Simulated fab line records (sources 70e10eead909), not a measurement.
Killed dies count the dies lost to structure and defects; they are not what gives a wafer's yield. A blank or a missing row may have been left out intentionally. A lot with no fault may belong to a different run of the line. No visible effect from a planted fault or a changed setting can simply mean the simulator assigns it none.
fab line records	flow nand-harc
[record] lots = 24	wafers = 72	last-day = 25
route steps=1159 shown P_M0@275 P_M2@332 P_BONDPAD@367 A_ZERO_WELL@401
lots that met no fault: from a run of the same line without faults
start-h: the number of hours between the record's first day and the start of the first shown wafer of the lot	wait-h: how many hours have passed since the lot's step before this one	" as in the row above	L1.1+2: one row covering several wafers at once	- value missing, or start not given	* or withheld: withheld	< > ~ a bound
route shown NAME@n: NAME is a module with steps in the file, n the number in the route of the first one	usual: the fault-free wafers' mean and standard deviation	same: alike in all rows	chamber/n: place in a boat	sites: the reading at each site	_std_site: how widely they spread, as a standard deviation	_edge_site: outer sites' mean less inner sites'	radius-mm: for every site, how far away it sits from the centre of the wafer	mask NAME#n: copy n	behind: the tool/chamber that last shaped the wafer	hold: why the lot went on hold/how many hours it stayed there/how the hold came to an end	device: the n, p or np transistor that did not switch	end of line: tests run on the same wafers once the route is complete	step lacking rows: just its recipe	killed: the dies lost at the first sort to structure and to defects; this is not the yield of the wafer	map: dies across one wafer; x = killed, . = not, _ = none there
set.NAME: setting as actually run; set.NAME@STEP: the setting as run at that earlier step	model.NAME: the simulator's own value behind a step, which no gauge read
route steps across a sampled set of lots; one table per step, one row per wafer
services: when a tool's chamber went out of use (start-h, in hours from the record's first day, below 0 if earlier), for how many hours, and the reason
[[steps]]
[step NHARC_P_M0_PVD_21]
[recipe] target-thk-a = 300	chamber-pressure-pa = 5	power-w = 5000	substrate-temp-c = 30	time-s = 20.49	material = Cu
[usual] throttle-valve-pct = 30.3/1.1
lot.wafer	tool	chamber	start-h	wait-h	throttle-valve-pct
L074.1	pvd-sputter-01	-	-	-	30.8
L074.2	"	-	"	"	29.3
L074.6	"	-	"	"	30.2
L075.4	pvd-sputter-03	-	-	-	31.7
L075.2	"	-	"	"	30.5
L075.5	"	-	"	"	31.8
L077.4	pvd-sputter-03	-	-	-	31.9
L077.2	"	-	"	"	30.3
L077.6	"	-	"	"	31.5
L076.1	pvd-sputter-02	-	-	-	31.5
L076.3	"	-	"	"	28.1
L076.6	"	-	"	"	29.0
L078.2	pvd-sputter-02	-	-	-	28.1
L078.1	"	-	"	"	29.3
L078.4	"	-	"	"	31.2
L079.1	pvd-sputter-03	-	-	-	30.3
L079.3	"	-	"	"	30.2
L079.6	"	-	"	"	31.7
L080.1	pvd-sputter-03	-	-	-	31.5
L080.6	"	-	"	"	29.9
L080.5	"	-	"	"	29.9
L081.2	pvd-sputter-02	-	156.87	0.1	31.3
L081.4	"	-	"	"	29.2
L081.5	"	-	"	"	31.5
L082.1	pvd-sputter-03	-	-	-	30.2
L082.4	"	-	"	"	30.4
L082.3	"	-	"	"	29.9
L084.2	pvd-sputter-02	-	-	-	29.4
L084.1	"	-	"	"	31.6
L084.6	"	-	"	"	31.3
L083.3	pvd-sputter-03	-	-	-	30.0
L083.2	"	-	"	"	31.9
L083.4	"	-	"	"	29.7
L085.1	pvd-sputter-02	-	-	-	27.7
L085.5	"	-	"	"	31.4
L085.6	"	-	"	"	28.1
L086.2	pvd-sputter-03	-	-	-	29.7
L086.4	"	-	"	"	31.8
L086.1	"	-	"	"	30.3
L087.4	pvd-sputter-01	-	-	-	31.3
L087.3	"	-	"	"	30.0
L087.2	"	-	"	"	28.7
L088.3	pvd-sputter-03	-	-	-	30.4
L088.4	"	-	"	"	30.2
L088.1	"	-	"	"	31.8
L089.2	pvd-sputter-03	-	-	-	30.1
L089.4	"	-	"	"	30.3
L089.6	"	-	"	"	29.7
L090.2	pvd-sputter-02	-	-	-	29.1
L090.1	"	-	"	"	31.6
L090.4	"	-	"	"	31.4
L091.3	pvd-sputter-03	-	-	-	30.4
L091.1	"	-	"	"	30.1
L091.5	"	-	"	"	29.9
L092.2	pvd-sputter-01	-	-	-	30.9
L092.4	"	-	"	"	28.8
L092.5	"	-	"	"	30.9
L094.3	pvd-sputter-03	-	-	-	31.6
L094.1	"	-	"	"	30.6
L094.5	"	-	"	"	31.7
L093.2	pvd-sputter-01	-	-	-	30.8
L093.3	"	-	"	"	30.6
L093.5	"	-	"	"	31.1
L096.1	pvd-sputter-01	-	-	-	29.1
L096.6	"	-	"	"	30.3
L096.5	"	-	"	"	28.5
L095.4	pvd-sputter-02	-	-	-	31.6
L095.1	"	-	"	"	30.5
L095.6	"	-	"	"	31.7
L097.2	pvd-sputter-01	-	-	-	30.5
L097.4	"	-	"	"	28.9
L097.5	"	-	"	"	31.0
[step NHARC_P_M2_ETCH_35]
[recipe] target-depth-a = 400	overetch-a = 120	time-s = 43.94	ion-energy-ev = 200	n2-flow-sccm = 150	h2-flow-sccm = 150	ar-flow-sccm = 0	rf-w = 400	bias-w = 150	chemistry = N2/H2
[usual] drypump-motor-current-A = 6.1/0.37	oes-product-au = 1.003/0.014	rf-vpp-V = 430/3.1	showerhead-plenum-p-Torr = 2.02/0.11	throttle-valve-pct = 14.172/0.0084
lot.wafer	tool	chamber	start-h	wait-h	drypump-motor-current-A	oes-product-au	rf-hours-counter-h	rf-vpp-V	showerhead-plenum-p-Torr	throttle-valve-pct
L074.1	rie-diel-03	3	124.98	0.1	6.2	0.985	28	434	2.14	14.172
L074.2	"	2	"	"	5.9	1.009	28	428	1.91	14.179
L074.6	"	0	"	"	6.1	0.981	-	429	1.98	14.177
L075.4	rie-diel-05	3	129.32	0.1	6.7	0.992	5	435	2.17	14.172
L075.2	"	0	"	"	5.5	0.991	5	427	1.92	14.175
L075.5	"	0	"	"	5.6	0.991	-	429	1.92	14.181
L077.2	rie-diel-05	1	142.02	0.1	6.1	0.988	5	432	2.09	14.179
L077.4	"	2	"	"	6.2	1.003	6	428	1.92	14.168
L077.6	"	1	"	"	6.1	0.986	-	431	2.09	14.175
L076.3	rie-diel-05	3	145.04	0.1	6.6	1.006	6	435	2.17	14.183
L076.1	"	2	"	"	6.2	0.999	6	427	1.92	14.168
L076.6	"	0	"	"	5.6	0.989	-	427	1.92	14.181
L078.2	rie-diel-06	2	145.99	0.1	5.6	0.982	16	434	2.16	14.186
L078.4	"	3	"	"	6.0	0.997	16	427	1.90	14.173
L078.1	"	0	"	"	5.4	0.979	15	428	1.95	14.179
L079.1	rie-diel-06	1	159.72	0.1	5.8	1.013	17	431	2.05	14.173
L079.3	"	3	"	"	6.0	1.012	17	427	1.90	14.170
L079.6	"	1	"	"	5.8	1.004	-	432	2.05	14.192
L080.1	rie-diel-05	1	163.46	0.1	6.1	0.977	6	432	2.09	14.168
L080.6	"	2	"	"	6.2	0.999	-	428	1.92	14.174
L080.5	"	3	"	"	6.6	1.006	-	433	2.17	14.179
L081.2	rie-diel-06	1	164.27	0.1	5.8	1.004	18	432	2.05	14.177
L081.4	"	2	"	"	5.6	0.992	18	432	2.16	14.175
L081.5	"	1	"	"	5.8	1.008	-	431	2.05	14.172
L082.3	rie-diel-05	2	177.13	0.1	6.2	1.011	0	427	1.92	14.175
L082.1	"	0	"	"	5.5	0.996	0	427	1.92	14.165
L082.4	"	1	"	"	6.0	1.016	0	431	2.09	14.184
L084.1	rie-diel-05	2	182.15	0.1	6.2	1.006	0	427	1.92	14.171
L084.2	"	0	"	"	5.6	0.986	0	427	1.92	14.162
L084.6	"	1	"	"	6.1	1.002	-	431	2.09	14.183
L083.2	rie-diel-05	3	184.87	0.1	6.6	1.015	0	434	2.17	14.165
L083.4	"	1	"	"	6.1	0.999	1	431	2.09	14.167
L083.3	"	2	"	"	6.2	1.012	0	427	1.92	14.167
L085.1	rie-diel-06	2	187.42	0.1	5.6	0.987	22	435	2.16	14.180
L085.5	"	2	"	"	5.6	0.982	-	434	2.16	14.183
L085.6	"	3	"	"	6.1	0.999	-	426	1.89	14.174
L086.4	rie-diel-05	1	203.16	0.1	6.1	1.009	1	432	2.09	14.162
L086.2	"	2	"	"	6.2	1.009	1	426	1.92	14.179
L086.1	"	0	"	"	5.5	0.993	1	427	1.92	14.177
L087.4	rie-diel-03	2	204.11	0.1	5.9	1.011	54	426	1.90	14.158
L087.2	"	3	"	"	6.2	0.992	49	432	2.13	14.159
L087.3	"	0	"	"	6.1	0.987	55	428	1.98	14.176
L088.4	rie-diel-05	2	215.41	0.1	6.2	1.024	2	424	1.92	14.154
L088.3	"	3	"	"	6.6	1.017	2	435	2.17	14.182
L088.1	"	0	"	"	5.6	0.996	2	427	1.92	14.189
L089.2	rie-diel-06	2	216.04	0.1	5.6	0.963	27	434	2.16	14.175
L089.6	"	1	"	"	5.8	1.002	-	432	2.04	14.175
L089.4	"	3	"	"	6.1	0.998	-	428	1.89	14.167
L090.1	rie-diel-05	1	219.89	0.1	6.1	1.015	2	433	2.09	14.184
L090.4	"	2	"	"	6.2	1.014	2	427	1.92	14.183
L090.2	"	0	"	"	5.6	0.987	2	425	1.92	14.177
L091.3	rie-diel-05	1	226.27	0.1	6.1	1.009	2	434	2.09	14.172
L091.1	"	2	"	"	6.2	1.013	2	427	1.92	14.181
L091.5	"	3	"	"	6.7	1.016	-	435	2.17	14.164
L092.4	rie-diel-03	3	226.98	0.1	6.2	0.999	1	433	2.13	14.171
L092.2	"	1	"	"	6.4	1.005	1	427	1.98	14.163
L092.5	"	0	"	"	6.1	1.022	-	428	1.97	14.182
L094.3	rie-diel-05	2	249.12	0.1	6.2	1.027	3	428	1.92	14.185
L094.1	"	3	"	"	6.7	1.025	3	434	2.17	14.161
L094.5	"	2	"	"	6.2	1.011	-	426	1.92	14.186
L093.3	rie-diel-05	1	249.74	0.1	6.1	1.004	3	432	2.09	14.185
L093.2	"	2	"	"	6.2	1.017	3	428	1.92	14.162
L093.5	"	3	"	"	6.6	1.014	-	434	2.17	14.178
L096.1	rie-diel-05	0	252.72	0.1	5.6	0.992	3	426	1.91	14.164
L096.5	"	0	"	"	5.5	0.999	-	427	1.92	14.181
L096.6	"	1	"	"	6.1	1.013	-	432	2.09	14.176
L095.1	rie-diel-05	2	253.02	0.1	6.2	1.042	3	427	1.92	14.170
L095.4	"	1	"	"	6.1	1.026	3	431	2.09	14.161
L095.6	"	2	"	"	6.2	1.025	-	427	1.92	14.178
L097.4	rie-diel-05	0	266.09	0.1	5.5	1.006	3	427	1.91	14.164
L097.2	"	1	"	"	6.1	1.015	3	432	2.09	14.160
L097.5	"	3	"	"	6.6	1.007	-	433	2.17	14.165
[step NHARC_P_M2_ETCH_15]
[recipe] target-depth-a = 1825	time-s = 91.2	c4f8-flow-sccm = withheld	ar-flow-sccm = 400	rf-w = 600	bias-w = 300	chemistry = C4F8/Ar
[usual] oes-product-au = 0.954/0.025	rf-vpp-V = 440/3.1
lot.wafer	tool	chamber	start-h	wait-h	oes-product-au	rf-hours-counter-h	rf-vpp-V
L074.1	rie-diel-03	1	-	-	0.962	28	439
L074.2	"	2	"	"	0.988	28	438
L074.6	"	0	"	"	0.941	-	440
L075.2	rie-diel-05	2	-	-	0.919	5	437
L075.4	"	3	"	"	0.914	5	444
L075.5	"	1	"	"	0.925	-	443
L077.4	rie-diel-05	1	-	-	0.965	5	443
L077.2	"	2	"	"	0.975	6	437
L077.6	"	0	"	"	0.975	-	437
L076.3	rie-diel-05	2	-	-	0.952	6	438
L076.1	"	0	"	"	0.958	6	438
L076.6	"	1	"	"	0.949	-	443
L078.4	rie-diel-06	1	-	-	0.937	15	442
L078.1	"	3	"	"	0.935	16	438
L078.2	"	0	"	"	0.918	15	438
L079.3	rie-diel-06	3	-	-	0.943	17	438
L079.1	"	2	"	"	0.934	17	445
L079.6	"	3	"	"	0.945	-	436
L080.1	rie-diel-05	1	-	-	0.968	6	441
L080.5	"	0	"	"	0.965	-	436
L080.6	"	1	"	"	0.974	-	441
L081.2	rie-diel-06	2	-	-	0.923	18	444
L081.4	"	3	"	"	0.933	18	437
L081.5	"	3	"	"	0.940	-	435
L082.3	rie-diel-05	0	-	-	0.978	0	437
L082.4	"	2	"	"	0.975	0	437
L082.1	"	3	"	"	0.982	0	445
L084.1	rie-diel-05	0	-	-	0.967	0	438
L084.2	"	1	"	"	0.970	0	442
L084.6	"	0	"	"	0.978	-	438
L083.3	rie-diel-05	1	-	-	0.979	1	444
L083.2	"	3	"	"	0.980	0	444
L083.4	"	0	"	"	0.972	1	437
L085.1	rie-diel-06	3	-	-	0.933	22	436
L085.6	"	2	"	"	0.904	-	445
L085.5	"	3	"	"	0.930	-	437
L086.1	rie-diel-05	3	-	-	0.952	1	445
L086.2	"	0	"	"	0.929	1	438
L086.4	"	1	"	"	0.955	1	442
L087.3	rie-diel-03	1	-	-	0.920	53	439
L087.2	"	2	"	"	0.939	54	436
L087.4	"	3	"	"	0.915	49	444
L088.1	rie-diel-05	3	-	-	1.002	2	444
L088.3	"	1	"	"	0.974	2	441
L088.4	"	2	"	"	0.969	2	438
L089.2	rie-diel-06	3	-	-	0.943	27	437
L089.6	"	3	"	"	0.951	-	435
L089.4	"	2	"	"	0.907	-	444
L090.1	rie-diel-05	1	-	-	0.982	2	442
L090.2	"	2	"	"	0.995	2	436
L090.4	"	3	"	"	0.982	2	444
L091.3	rie-diel-05	3	-	-	0.980	2	445
L091.1	"	2	"	"	0.966	2	436
L091.5	"	3	"	"	0.977	-	445
L092.2	rie-diel-03	2	-	-	0.976	1	436
L092.4	"	3	"	"	0.967	1	443
L092.5	"	1	"	"	0.951	-	439
L094.3	rie-diel-05	0	-	-	0.923	3	435
L094.1	"	1	"	"	0.930	3	443
L094.5	"	3	"	"	0.944	-	444
L093.2	rie-diel-05	0	-	-	0.946	3	439
L093.3	"	2	"	"	0.956	3	436
L093.5	"	1	"	"	0.955	-	442
L096.1	rie-diel-05	1	-	-	0.984	3	443
L096.5	"	2	"	"	1.000	-	438
L096.6	"	3	"	"	0.967	-	446
L095.1	rie-diel-05	2	-	-	0.998	3	439
L095.4	"	3	"	"	0.974	3	445
L095.6	"	3	"	"	0.971	-	445
L097.2	rie-diel-05	3	-	-	0.939	3	443
L097.4	"	1	"	"	0.934	3	443
L097.5	"	3	"	"	0.925	-	445
[step NHARC_P_M2_DEGAS_29]
[recipe] temp-c = 250	time-s = 60
[usual] heater-power-w = 343/46
lot.wafer	tool	chamber	start-h	wait-h	heater-power-w
L074.2	pvd-sputter-02	-	125.91	-	387
L074.1	"	-	"	"	381
L074.6	"	-	"	"	374
L075.4	pvd-sputter-02	-	130.26	-	387
L075.2	"	-	"	"	383
L075.5	"	-	"	"	396
L077.2	pvd-sputter-03	-	142.98	-	285
L077.4	"	-	"	"	391
L077.6	"	-	"	"	296
L076.3	pvd-sputter-02	-	145.99	-	392
L076.1	"	-	"	"	376
L076.6	"	-	"	"	385
L078.4	pvd-sputter-03	-	146.93	-	297
L078.1	"	-	"	"	288
L078.2	"	-	"	"	392
L079.1	pvd-sputter-02	-	160.67	-	400
L079.3	"	-	"	"	281
L079.6	"	-	"	"	372
L080.1	pvd-sputter-03	-	164.47	-	303
L080.5	"	-	"	"	283
L080.6	"	-	"	"	395
L081.2	pvd-sputter-03	-	165.21	-	396
L081.4	"	-	"	"	296
L081.5	"	-	"	"	400
L082.3	pvd-sputter-02	-	178.08	-	404
L082.1	"	-	"	"	281
L082.4	"	-	"	"	391
L084.2	pvd-sputter-03	-	183.12	-	347
L084.1	"	-	"	"	289
L084.6	"	-	"	"	293
L083.2	pvd-sputter-02	-	185.81	-	389
L083.4	"	-	"	"	398
L083.3	"	-	"	"	278
L085.1	pvd-sputter-03	-	188.38	-	284
L085.5	"	-	"	"	357
L085.6	"	-	"	"	278
L086.4	pvd-sputter-03	-	204.12	-	287
L086.1	"	-	"	"	407
L086.2	"	-	"	"	298
L087.3	pvd-sputter-03	-	205.05	-	345
L087.4	"	-	"	"	395
L087.2	"	-	"	"	295
L088.1	pvd-sputter-03	-	216.36	-	295
L088.3	"	-	"	"	390
L088.4	"	-	"	"	353
L089.2	pvd-sputter-02	-	217.01	-	388
L089.4	"	-	"	"	395
L089.6	"	-	"	"	387
L090.4	pvd-sputter-01	-	220.83	-	299
L090.1	"	-	"	"	402
L090.2	"	-	"	"	336
L091.1	pvd-sputter-03	-	227.19	-	351
L091.3	"	-	"	"	285
L091.5	"	-	"	"	304
L092.4	pvd-sputter-02	-	227.95	-	396
L092.2	"	-	"	"	359
L092.5	"	-	"	"	280
L094.3	pvd-sputter-03	-	250.09	-	344
L094.1	"	-	"	"	286
L094.5	"	-	"	"	288
L093.2	pvd-sputter-02	-	250.68	-	393
L093.3	"	-	"	"	361
L093.5	"	-	"	"	284
L096.1	pvd-sputter-03	-	253.66	-	302
L096.5	"	-	"	"	294
L096.6	"	-	"	"	339
L095.4	pvd-sputter-02	-	253.97	-	279
L095.1	"	-	"	"	345
L095.6	"	-	"	"	280
L097.2	pvd-sputter-03	-	267.04	-	291
L097.4	"	-	"	"	289
L097.5	"	-	"	"	335
[step NHARC_P_BONDPAD_DESCUM_11]
[recipe] time-s = 3	o2-flow-sccm = 200	ar-flow-sccm = 0	bias-power-w = 0	chemistry = O2
[usual] drypump-motor-current-A = 5.5/0.45	oes-product-au = 1.001/0.012	rf-vpp-V = 57.7/0.94	showerhead-plenum-p-Torr = 1.90/0.07	throttle-valve-pct = 11.311/0.0099
lot.wafer	tool	chamber	start-h	wait-h	drypump-motor-current-A	oes-product-au	rf-hours-counter-h	rf-vpp-V	showerhead-plenum-p-Torr	throttle-valve-pct
L074.2	rie-diel-10	2	129.47	-	5.0	0.991	11	55.7	1.88	11.320
L074.1	"	1	"	"	5.6	1.007	10	59.4	1.93	11.325
L074.6	"	2	"	"	4.9	0.991	-	58.4	1.88	11.306
L075.2	rie-diel-10	3	133.90	-	5.4	0.995	13	57.8	1.95	11.322
L075.4	"	1	"	"	5.7	1.000	11	59.2	1.93	11.315
L075.5	"	2	"	"	5.0	0.990	-	57.3	1.88	11.312
L077.2	rie-diel-10	1	146.43	-	5.6	0.996	12	57.2	1.93	11.327
L077.4	"	2	"	"	5.0	0.991	13	57.2	1.88	11.310
L077.6	"	2	"	"	5.0	1.000	-	60.6	1.88	11.297
L076.1	rie-diel-04	2	149.38	-	5.6	1.010	8	58.9	1.96	11.323
L076.3	"	1	"	"	4.6	1.008	8	56.8	1.93	11.306
L076.6	"	2	"	"	5.6	1.004	-	57.5	1.96	11.304
L078.1	rie-diel-10	3	150.50	-	5.4	0.996	14	58.2	1.95	11.319
L078.2	"	0	"	"	5.7	1.022	14	58.1	1.81	11.307
L078.4	"	2	"	"	5.0	0.981	13	59.7	1.88	11.298
L079.1	rie-diel-10	0	164.11	-	5.7	1.033	15	58.2	1.81	11.318
L079.3	"	1	"	"	5.6	1.002	14	59.1	1.93	11.315
L079.6	"	0	"	"	5.7	1.028	-	57.4	1.81	11.304
L080.1	rie-diel-04	1	168.02	-	4.7	1.007	16	57.1	1.93	11.313
L080.5	"	1	"	"	4.6	0.999	-	58.6	1.93	11.310
L080.6	"	2	"	"	5.6	1.017	-	60.3	1.96	11.305
L081.4	rie-diel-13	1	168.81	-	5.8	0.992	22	57.7	1.84	11.327
L081.2	"	0	"	"	5.9	0.981	21	57.5	1.92	11.326
L081.5	"	2	"	"	5.2	0.997	-	59.7	2.07	11.320
L082.3	rie-diel-13	3	181.97	-	6.0	0.997	20	57.1	1.79	11.304
L082.1	"	0	"	"	5.9	0.983	24	57.3	1.92	11.305
L082.4	"	1	"	"	5.8	0.986	26	58.9	1.83	11.295
L084.1	rie-diel-10	0	186.65	-	5.7	0.991	0	57.6	1.80	11.299
L084.2	"	3	"	"	5.5	0.996	0	58.8	1.94	11.311
L084.6	"	0	"	"	5.7	0.995	-	56.1	1.80	11.316
L083.4	rie-diel-10	2	189.36	-	5.0	1.006	1	57.3	1.87	11.308
L083.3	"	3	"	"	5.4	0.995	1	56.7	1.94	11.308
L083.2	"	1	"	"	5.6	0.986	0	57.6	1.93	11.323
L085.1	rie-diel-10	0	192.01	-	5.7	1.004	1	57.2	1.80	11.302
L085.6	"	1	"	"	5.6	0.992	-	58.0	1.93	11.307
L085.5	"	2	"	"	4.9	1.010	-	56.7	1.87	11.304
L086.4	rie-diel-13	1	207.69	-	5.8	0.997	33	57.2	1.83	11.318
L086.1	"	2	"	"	5.2	0.990	32	58.2	2.07	11.316
L086.2	"	0	"	"	5.9	0.983	31	57.3	1.91	11.318
L087.3	rie-diel-10	2	208.60	-	5.0	1.008	2	56.4	1.87	11.299
L087.2	"	0	"	"	5.7	1.024	2	57.0	1.80	11.307
L087.4	"	2	"	"	5.0	1.008	-	58.2	1.87	11.292
L088.1	rie-diel-10	2	219.76	-	5.0	1.007	4	59.5	1.87	11.308
L088.3	"	1	"	"	5.6	0.981	3	56.6	1.93	11.315
L088.4	"	3	"	"	5.4	0.992	-	58.0	1.94	11.293
L089.2	rie-diel-04	0	220.67	-	6.7	0.998	35	57.7	1.96	11.320
L089.4	"	1	"	"	4.7	1.003	36	57.7	1.92	11.325
L089.6	"	3	"	"	5.6	1.018	-	56.3	1.81	11.320
L090.2	rie-diel-04	1	224.45	-	4.7	1.002	40	57.3	1.92	11.301
L090.4	"	2	"	"	5.6	1.002	38	57.9	1.95	11.318
L090.1	"	0	"	"	6.7	1.000	38	58.9	1.95	11.318
L091.3	rie-diel-04	0	230.75	-	6.7	1.000	41	57.1	1.95	11.302
L091.1	"	1	"	"	4.7	0.995	42	57.5	1.92	11.298
L091.5	"	3	"	"	5.6	1.032	-	57.4	1.80	11.312
L092.4	rie-diel-13	2	231.52	-	5.2	0.997	42	57.6	2.06	11.310
L092.2	"	3	"	"	6.1	0.989	39	59.2	1.78	11.299
L092.5	"	0	"	"	5.9	0.973	-	57.3	1.91	11.311
L094.1	rie-diel-10	3	253.50	-	5.4	0.994	6	58.2	1.94	11.310
L094.3	"	2	"	"	5.0	1.000	6	59.1	1.87	11.334
L094.5	"	3	"	"	5.4	0.992	-	57.7	1.94	11.326
L093.2	rie-diel-04	2	254.37	-	5.6	0.999	49	57.3	1.95	11.311
L093.3	"	3	"	"	5.6	1.011	48	57.3	1.80	11.318
L093.5	"	3	"	"	5.6	0.999	-	58.3	1.80	11.315
L096.1	rie-diel-04	0	257.23	-	6.7	0.997	50	59.0	1.95	11.308
L096.6	"	2	"	"	5.6	1.004	-	57.5	1.95	11.300
L096.5	"	3	"	"	5.6	1.011	-	58.5	1.80	11.315
L095.1	rie-diel-10	0	257.52	-	5.7	1.010	5	58.1	1.80	11.308
L095.4	"	2	"	"	5.0	0.992	7	58.8	1.87	11.329
L095.6	"	1	"	"	5.6	0.997	-	56.5	1.93	11.329
L097.4	rie-diel-10	1	270.75	-	5.6	0.988	7	57.0	1.93	11.309
L097.2	"	3	"	"	5.4	1.004	8	57.5	1.94	11.304
L097.5	"	1	"	"	5.6	0.979	-	56.5	1.93	11.302
[step NHARC_A_ZERO_WELL_CD_MEAS_10]
[recipe] target-cd-nm = 2000	landing-energy-ev = 500
[usual] cd-nm = 1999.1/1.8
lot.wafer	tool	chamber	start-h	wait-h	cd-nm
L074.1	cd-sem-01	0	133.60	-	1996.9
L074.2	"	0	"	"	1999.3
L074.6	"	0	"	"	2001.8
L075.2	cd-sem-01	0	138.17	-	2002.6
L075.4	"	0	"	"	1999.6
L075.5	"	0	"	"	2001.2
L077.2	cd-sem-01	0	150.37	-	2000.4
L077.4	"	0	"	"	1998.8
L077.6	"	0	"	"	1999.5
L076.1	cd-sem-02	0	153.47	-	2001.6
L076.3	"	0	"	"	1999.5
L076.6	"	0	"	"	1999.2
L078.1	cd-sem-02	0	154.65	-	1997.5
L078.2	"	0	"	"	1998.2
L078.4	"	0	"	"	1998.7
L079.1	cd-sem-03	0	167.98	-	2000.3
L079.3	"	0	"	"	2002.0
L079.6	"	0	"	"	1997.6
L080.1	cd-sem-01	0	172.11	-	1999.1
L080.5	"	0	"	"	1998.1
L080.6	"	0	"	"	2000.7
L081.2	cd-sem-03	0	172.73	-	1997.2
L081.4	"	0	"	"	1997.6
L081.5	"	0	"	"	1998.4
L082.1	cd-sem-02	0	185.82	-	1999.8
L082.3	"	0	"	"	1996.2
L082.4	"	0	"	"	1998.5
L084.1	cd-sem-02	0	190.79	-	1997.3
L084.2	"	0	"	"	1997.4
L084.6	"	0	"	"	1999.6
L083.2	cd-sem-03	0	193.12	-	1998.2
L083.3	"	0	"	"	1999.8
L083.4	"	0	"	"	1996.2
L085.1	cd-sem-03	0	195.89	-	1997.6
L085.5	"	0	"	"	1998.5
L085.6	"	0	"	"	1997.0
L086.1	cd-sem-01	0	211.94	-	1998.5
L086.2	"	0	"	"	1998.1
L086.4	"	0	"	"	1997.0
L087.2	cd-sem-02	0	212.71	-	1997.7
L087.3	"	0	"	"	2001.7
L087.4	"	0	"	"	1998.5
L088.1	cd-sem-03	0	224.03	-	1996.3
L088.3	"	0	"	"	1998.9
L088.4	"	0	"	"	1997.8
L089.2	cd-sem-02	0	224.63	-	2002.1
L089.4	"	0	"	"	1998.9
L089.6	"	0	"	"	2002.1
L090.1	cd-sem-02	0	228.64	-	2000.9
L090.2	"	0	"	"	1999.9
L090.4	"	0	"	"	2000.5
L091.1	cd-sem-03	0	234.63	-	2000.5
L091.3	"	0	"	"	1997.0
L091.5	"	0	"	"	1998.4
L092.2	cd-sem-01	0	235.37	-	1998.7
L092.4	"	0	"	"	2000.3
L092.5	"	0	"	"	2001.9
L094.1	cd-sem-02	0	257.37	-	1997.1
L094.3	"	0	"	"	2000.1
L094.5	"	0	"	"	1998.4
L093.2	cd-sem-02	0	258.30	-	2000.5
L093.3	"	0	"	"	1996.0
L093.5	"	0	"	"	2000.4
L096.1	cd-sem-01	0	261.09	-	1998.6
L096.5	"	0	"	"	1998.4
L096.6	"	0	"	"	1995.9
L095.1	cd-sem-02	0	261.40	-	1999.6
L095.4	"	0	"	"	2000.4
L095.6	"	0	"	"	2002.3
L097.2	cd-sem-03	0	274.62	-	1997.5
L097.4	"	0	"	"	1999.5
L097.5	"	0	"	"	2000.9
[[services]]
tool	chamber	start-h	hours	kind
rie-diel-13	-	99.36	9.0	pm
pvd-sputter-03	-	102.00	10.0	pm
rie-diel-04	-	112.07	9.0	pm
rie-diel-13	3	112.51	11.6	repair
rie-diel-10	2	112.56	2.2	repair
pvd-sputter-01	-	118.21	63.5	repair
rie-diel-03	3	128.19	17.0	repair
rie-diel-03	-	133.56	1.2	repair
rie-diel-05	-	163.60	9.0	pm
rie-diel-03	1	175.35	6.4	repair
rie-diel-10	-	176.50	9.0	pm
pvd-sputter-01	-	181.74	10.0	pm
rie-diel-03	0	183.12	4.2	repair
pvd-sputter-01	-	199.24	6.4	repair
rie-diel-10	1	204.97	3.9	repair
rie-diel-03	-	215.36	9.0	pm
rie-diel-06	0	215.89	4.2	repair
rie-diel-06	3	216.89	5.0	repair
pvd-sputter-02	-	217.21	10.0	pm
rie-diel-10	0	217.32	19.7	repair
rie-diel-10	1	226.61	1.7	repair
rie-diel-06	-	241.20	9.0	pm
pvd-sputter-03	-	245.48	3.0	repair
rie-diel-06	0	264.68	15.4	repair
[[key]]
fault none
